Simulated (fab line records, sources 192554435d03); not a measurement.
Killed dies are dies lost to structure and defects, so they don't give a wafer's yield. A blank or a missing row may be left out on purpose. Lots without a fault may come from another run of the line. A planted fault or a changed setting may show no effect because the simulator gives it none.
Split-lot experiment | flow n5_finfet | 7 lots, 21 wafers read, on a route of 1938 steps

THE SPLIT
At N5_BEOL_M15_EXPOSE_07 (exposes mask V14), the setting dose_mj was moved away from the recipe's 41.25 on 7 of the 21 wafers read, by -7.0% to +5.1%. The other wafers ran this setting at the recipe's value.

FROM THE SPLIT TO THE READING: what the file shows between them, 11 steps
- N5_BEOL_M15_PEB_08: peb time 90 s
- N5_BEOL_M15_DEVELOP_09: develop time 45 s
- N5_BEOL_M15_HARDBAKE_14: time 120 s
- N5_BEOL_M15_CD_MEAS_10: target cd 360 nm
- N5_BEOL_M15_DESCUM_15: chemistry O2, time 7.9 s
- N5_BEOL_M15_ETCH_59: etches BARC in N2/H2, target depth 89 nm, overetch 26.7 nm, time 67.9 s
- N5_BEOL_M15_VIA_ETCH_16: etches SiO2 in C4F8/O2/Ar, target depth 1792.2 nm
- N5_BEOL_M15_STRIP_63: strips in O2
- N5_BEOL_M15_STRIP_64: strips in O2
- N5_BEOL_M15_STRIP_65: strips in post etch residue remover, time 60 s
- N5_BEOL_M15_SRD_66: time 30 s, dry time 30 s

THE READING
cd_nm, in nm, at N5_BEOL_M15_CD_MEAS_17 (target cd 360 nm). Fault-free wafers of this fab line usually give 361.2 nm, standard deviation 1.6 nm.

wafer  | tool, chamber at the split | dose_mj as run | against the recipe | cd_nm, nm | against lot-mates on the recipe
L077.1 | krf_scanner-01, 0          | 41.25          | recipe             | 363.3     | -
L077.2 | krf_scanner-01, 0          | 38.35          | -7.0%              | 350.2     | -13.1
L077.4 | krf_scanner-01, 0          | 38.35          | -7.0%              | 349.3     | -14.0
L082.1 | krf_scanner-01, 0          | 41.25          | recipe             | 363.1     | -
L082.4 | krf_scanner-01, 0          | 41.25          | recipe             | 360.6     | -
L082.5 | krf_scanner-01, 0          | 41.25          | recipe             | 359.5     | -
L086.2 | krf_scanner-02, 0          | 41.25          | recipe             | 360.0     | -
L086.5 | krf_scanner-02, 0          | 41.25          | recipe             | 360.6     | -
L086.6 | krf_scanner-02, 0          | 41.25          | recipe             | 360.7     | -
L085.1 | krf_scanner-02, 0          | 39.07          | -5.3%              | 351.8     | -9.2
L085.3 | krf_scanner-02, 0          | 41.25          | recipe             | 361.0     | -
L085.4 | krf_scanner-02, 0          | 39.07          | -5.3%              | 352.8     | -8.2
L089.1 | krf_scanner-01, 0          | 41.25          | recipe             | 362.3     | -
L089.3 | krf_scanner-01, 0          | 41.25          | recipe             | 362.4     | -
L089.4 | krf_scanner-01, 0          | 41.25          | recipe             | 363.8     | -
L092.2 | krf_scanner-02, 0          | 41.25          | recipe             | 359.3     | -
L092.4 | krf_scanner-02, 0          | 43.36          | +5.1%              | 369.2     | +9.9
L092.6 | krf_scanner-02, 0          | 43.36          | +5.1%              | 368.8     | +9.5
L094.3 | krf_scanner-01, 0          | 39.95          | -3.2%              | 353.5     | -6.0
L094.5 | krf_scanner-01, 0          | 41.25          | recipe             | 359.8     | -
L094.6 | krf_scanner-01, 0          | 41.25          | recipe             | 359.1     | -

THE FIT
A straight line over all 21 wafers: cd_nm changes by +1.63 nm for each +1% of dose_mj; r = +0.97; the points scatter about the line by 1.4 nm.
The same after taking each lot's own level away (the mean of its wafers on the recipe; 21 wafers): +1.85 nm for each +1%; r = +0.99; scatter 0.82 nm.
On that fit, the largest move of dose_mj shifts the reading by 13 nm.
The lots' own levels span 359.30 to 363.30 nm, that is 2.5 times the standard deviation above.
So the lot-to-lot level changes the slope: the two fits differ.
Check: with one of the wafers moved furthest among these (-7.0%) left out of the fit, the line predicts -12.9 nm for it against its lot-mates. It came out at -13.1 nm against them.

THE WHOLE CHAIN: every reading that the file lists as answering this split, in the file's order
step                   | what it does     | reading | change (the file's fit)              | r (the file's)
N5_BEOL_M15_CD_MEAS_10 | target cd 360 nm | cd_nm   | +1.69 nm for each +1% of the setting | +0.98
N5_BEOL_M15_CD_MEAS_17 | target cd 360 nm | cd_nm   | +1.85 nm for each +1% of the setting | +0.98

THE FILE'S OWN FIT
cd_nm changes by +1.85 nm for each +1% of dose_mj, r = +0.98.
